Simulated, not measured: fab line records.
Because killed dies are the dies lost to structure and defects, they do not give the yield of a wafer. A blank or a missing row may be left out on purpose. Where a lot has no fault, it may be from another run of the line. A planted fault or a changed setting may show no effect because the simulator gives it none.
Chamber matching | flow nandHarc | 4 sister chambers for NHARC_P_M0_ETCH_34 on rieDiel-01
The step etches the open film in N2/H2, target depth 40 nm, overetch 12 nm, time 43.94 s. 20 wafers are shown with their chamber, then 10 later ones without.

== EACH WAFER AND ITS CHAMBER ==
wafer  | chamber | showerheadPlenumPTorr (Torr) | drypumpMotorCurrentA (A) | rfVppV (V)
L074.3 | 3       | 1.99                         | 5.66                     | 429.4
L074.4 | 1       | 2.10                         | 5.92                     | 433.6
L074.5 | 1       | 2.10                         | 5.94                     | 432.6
L076.1 | 3       | 1.99                         | 5.67                     | 430.6
L076.2 | 1       | 2.10                         | 5.87                     | 431.3
L076.5 | 0       | 1.89                         | 5.44                     | 425.9
L078.1 | 3       | 1.99                         | 5.65                     | 429.7
L078.2 | 0       | 1.89                         | 5.40                     | 426.7
L078.4 | 2       | 1.92                         | 6.19                     | 427.5
L080.1 | 3       | 1.99                         | 5.69                     | 429.2
L080.2 | 1       | 2.09                         | 5.87                     | 430.8
L080.4 | 2       | 1.92                         | 6.18                     | 426.9
L081.1 | 2       | 1.92                         | 6.20                     | 427.0
L081.2 | 0       | 1.89                         | 5.45                     | 425.2
L081.4 | 0       | 1.89                         | 5.41                     | 425.1
L084.1 | 0       | 1.89                         | 5.44                     | 426.4
L084.3 | 2       | 1.92                         | 6.20                     | 427.7
L084.5 | 3       | 1.99                         | 5.66                     | 428.6
L085.3 | 1       | 2.09                         | 5.88                     | 431.1
L085.4 | 3       | 1.99                         | 5.67                     | 429.7

SIGNATURES (means of the wafers above)
reading               | chamber 0 | chamber 1 | chamber 2 | chamber 3 | scatter within a chamber
showerheadPlenumPTorr | 1.8900    | 2.0960    | 1.9200    | 1.9900    | 0.00274
drypumpMotorCurrentA  | 5.4280    | 5.8960    | 6.1925    | 5.6667    | 0.0212
rfVppV                | 425.860   | 431.880   | 427.275   | 429.533   | 0.8
Rule: for a wafer and a chamber, the distance is found by dividing, reading by reading, the gap between the wafer's reading and the chamber's mean by the reading's scatter, squaring, summing and taking the root. If the next closest chamber is less than 2 further off than the closest, the wafer can't be placed; otherwise it belongs to the closest. The scatter: the root of (the sum of the squares of (reading less its chamber's mean) over the shown wafers, divided by (wafers less chambers)).

== WAFERS MISSING THEIR CHAMBER ==
wafer  | showerheadPlenumPTorr (Torr) | drypumpMotorCurrentA (A) | rfVppV (V)
L085.5 | 1.92                         | 6.19                     | 427.2
L091.1 | 1.88                         | 5.44                     | 427.4
L091.2 | 2.08                         | 5.87                     | 433.6
L091.3 | 1.98                         | 5.67                     | 429.6
L095.3 | 2.08                         | 5.91                     | 430.7
L095.4 | 1.91                         | 6.18                     | 426.2
L095.6 | 1.87                         | 5.40                     | 426.4
L097.1 | 2.08                         | 5.90                     | 431.2
L097.2 | 1.90                         | 6.21                     | 427.6
L097.5 | 2.08                         | 5.91                     | 431.6

== WHICH CHAMBER EACH ONE RAN IN ==
wafer  | from the rows above | in truth
L085.5 | 2                   | 2
L091.1 | 0                   | 0
L091.2 | 1                   | 1
L091.3 | 3                   | 3
L095.3 | 1                   | 1
L095.4 | 2                   | 2
L095.6 | 0                   | 0
L097.1 | 1                   | 1
L097.2 | 2                   | 2
L097.5 | 1                   | 1
Correctly placed: 10 of 10. Number that these rows cannot place: 0. Placed wrongly: 0.
